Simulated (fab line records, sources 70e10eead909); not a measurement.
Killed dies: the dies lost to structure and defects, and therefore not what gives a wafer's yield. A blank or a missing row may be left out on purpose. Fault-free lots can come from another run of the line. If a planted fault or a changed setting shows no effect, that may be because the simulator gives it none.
8D (eight disciplines) problem report, filled in by code | flow nand_harc | the parts of the form that need people (team, actions taken, sign-off) are left out

## 1. THE ISSUE
Mean of thk_nm at NHARC_P_M1_THK_MEAS_24: 29.7 nm across 6 wafers in 2 lots; on wafers with no fault it is 157.8 nm (standard deviation 1.2). That is -99 or more standard deviations from the usual mean.
The step: measures by xrf.
Seen first at day 7 21:01 on film_metro-02, wafer L206.1. The record holds 42 wafers of 14 lots with a number at this step. Rule for "out" (also "out of limits"): further than 4 standard deviations from the usual mean. All remaining wafers that have a number are taken as sound.

## 2. WHAT IT IS; WHAT IT IS NOT
question                    | is                           | is not
which readings at this step | thk_nm                       | -
which lots                  | L206, L207                   | L201, L202, L203, L205, L216, L217, L218, L219, L220, L221, L222, L223
which wafers of those lots  | all that have a number       | -
read on which gauges        | film_metro-01, film_metro-02 | -
when                        | from day 7 21:01             | up to then (12 sound wafers); but 24 sound wafers of L216, L217, L218, L219, L220, L221, L222, L223 came after

## 3. THE SUSPECTS, EACH WITH WHAT RULES IT OUT
Counting: a tool at any process step up to the reading remains a suspect when it ran all the lots that are out and ran no sound lot after the first of those.
- ruled out: the gauge at NHARC_P_M1_THK_MEAS_24. The wafers that are out were read on 2 gauges (film_metro-01, film_metro-02).
- ecd_cu-02 at NHARC_P_M1_ECD_22 (material Cu, target thk 400 nm): ruled out as a lasting fault. Sound lots L217, L218, L221 ran on it after its first lot that is out, L206 (day 7 19:58).
Left after counting: nothing in the record.

## 4. THE CAUSE (what the simulator had put in)
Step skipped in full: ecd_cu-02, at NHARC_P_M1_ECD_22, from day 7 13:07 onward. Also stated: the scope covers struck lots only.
Counting ruled it out, wrongly: the rule takes a fault to strike every lot that its tool runs from its start on, and this one did not.

## 5. THE EFFECT CHAIN, in route order
Each row: a reading whose mean over the struck wafers that have a number lies more than 3 standard deviations from the usual. Only readings whose record carries a usual standard deviation are examined. hours: median over the lots of the time between each lot's start at the first step of this table that gives one and its start at this step. sigmas: the change, counted in usual standard deviations.
hours | step                   | reading            | usual    | on struck wafers | change | sigmas
0     | NHARC_P_M1_CMP_23      | time_to_endpoint_s | 28.3 s   | 1.7              | -26.6  | -15
0     | NHARC_P_M1_THK_MEAS_24 | thk_nm             | 157.8 nm | 29.7             | -128.1 | -99 or more
The process steps in it:
- NHARC_P_M1_CMP_23: polishes, t overpolish 20 s, target thk 157.82 nm.
Readings that are blank on the struck wafers while sound wafers have them: bath_heat_duty_pct at NHARC_P_M1_ECD_22; bath_temp_c at NHARC_P_M1_ECD_22.

## 6. HOW IT WOULD HAVE BEEN CAUGHT EARLIER
In this record the first reading out of limits at a measuring or inspecting step was taken at day 7 21:01, 8 hours after the fault began at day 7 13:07.
At NHARC_P_M1_ECD_22 the tool's readings are blank on the struck wafers, where sound wafers have them: an empty tool record is the first sign, and it was there at once.
